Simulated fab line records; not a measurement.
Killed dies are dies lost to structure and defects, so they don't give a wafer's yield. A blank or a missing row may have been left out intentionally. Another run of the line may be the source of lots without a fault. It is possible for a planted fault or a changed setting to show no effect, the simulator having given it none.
A lot that was struck, set against a sound lot :: flow nand-harc :: 14 steps out of a route of 1159
Sound: these wafers, L214.4, L214.5, L214.6. Struck: wafers L209.1, L209.5 (left out: L209.4, a lot-mate that was not struck); the cause follows at the end.
At each step with rows: each side's tool, then ch and its chambers, then its first start. Under that, the readings that differ: sound wafers :: struck wafers :: difference of the means :: sigmas: that difference in standard deviations of wafers without a fault.
alike: a reading whose means differ by less than 2 such deviations, as well as words and numbers matching on both sides. not compared: withheld readings; readings where some wafer has no value; bounds like >300 that might hide an equal value; numbers whose values overlap and for which the record gives no deviation.
Wherever a step has rows on one side only, a row that says differs or no value, or a row with sigmas, the two part there. Numbers that don't overlap but have no deviation are shown without sigmas and don't part them. Lack of a reading on every wafer of one side parts them only where that side has two or more wafers.

first, 9 steps without rows for these wafers: NHARC_A_STAIRCASE_DEHYDRATE_302 (time 120 s); NHARC_A_STAIRCASE_HMDS_303 (time 30 s); NHARC_A_STAIRCASE_COAT_304; NHARC_A_STAIRCASE_SOFTBAKE_305 (time 170 s); NHARC_A_STAIRCASE_EBR_306; NHARC_A_STAIRCASE_EXPOSE_307 (exposes mask CHOP 50); NHARC_A_STAIRCASE_PEB_308 (peb time 130 s); NHARC_A_STAIRCASE_DEVELOP_309 (time 140 s); NHARC_A_STAIRCASE_HARDBAKE_311 (time 140 s).
NHARC_A_STAIRCASE_DESCUM_312: chemistry O2, time 3 s.
  sound on rie-diel-03 ch 1,2,3, day 17 03:40; struck on rie-diel-08 ch 1,2, day 14 22:23
  alike: drypump-motor-current-A, mfc-ar-sccm, oes-product-au, rf-vpp-V, showerhead-plenum-p-Torr, throttle-valve-pct
  not compared: rf-hours-counter-h
NHARC_A_STAIRCASE_ETCH_313: etches the open film in CF4/CHF3.
  sound on rie-diel-03 ch 0,3, day 17 03:46; struck on rie-diel-08 ch 1,2, day 14 22:28
  alike: drypump-motor-current-A, mfc-ar-sccm, oes-product-au, rf-vpp-V, showerhead-plenum-p-Torr, throttle-valve-pct
  not compared: rf-hours-counter-h
NHARC_A_STAIRCASE_HM_OPEN_463: chemistry O2/COS.
  sound on rie-diel-03 ch 1,2,3, day 17 03:58; struck on rie-diel-08 ch 0,3, day 14 22:37
reading: oes-product-au (a.u.)
sound: 0.989 0.996 1.012
struck: 0.944 0.976
difference: -0.039
sigmas: -3
  alike: drypump-motor-current-A, mfc-ar-sccm, rf-vpp-V, showerhead-plenum-p-Torr, throttle-valve-pct
  not compared: rf-hours-counter-h
then, 1 step without rows for these wafers: NHARC_A_STAIRCASE_STRIP_464 (strips in O2/COS).
-- record jumps: 7 days between struck wafers' starts before vs after; left off in module A_STAIRCASE, resumes in module END, first step shown is number 1159 of the route --
NHARC_END_SORT_01:
  sound on prober-02 ch 0, day 24 14:01; struck on prober-02 ch 0, day 22 05:34
reading: killed-at-array
sound: 30 23 36
struck: 533 569
difference: +521
sigmas: +52

reading: killed-dies
sound: 33 27 36
struck: 534 571
difference: +520
sigmas: +52
  alike: killed-at-other, killed-at-periphery, killed-open, killed-short

## WHERE THEY PART
At NHARC_A_STAIRCASE_HM_OPEN_463 first; at NHARC_END_SORT_01 last (within this record only).

WHY: the cause the simulator had injected
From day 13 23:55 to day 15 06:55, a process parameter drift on rie-diel-08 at NHARC_A_STAIRCASE_HM_OPEN_463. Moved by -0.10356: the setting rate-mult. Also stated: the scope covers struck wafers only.
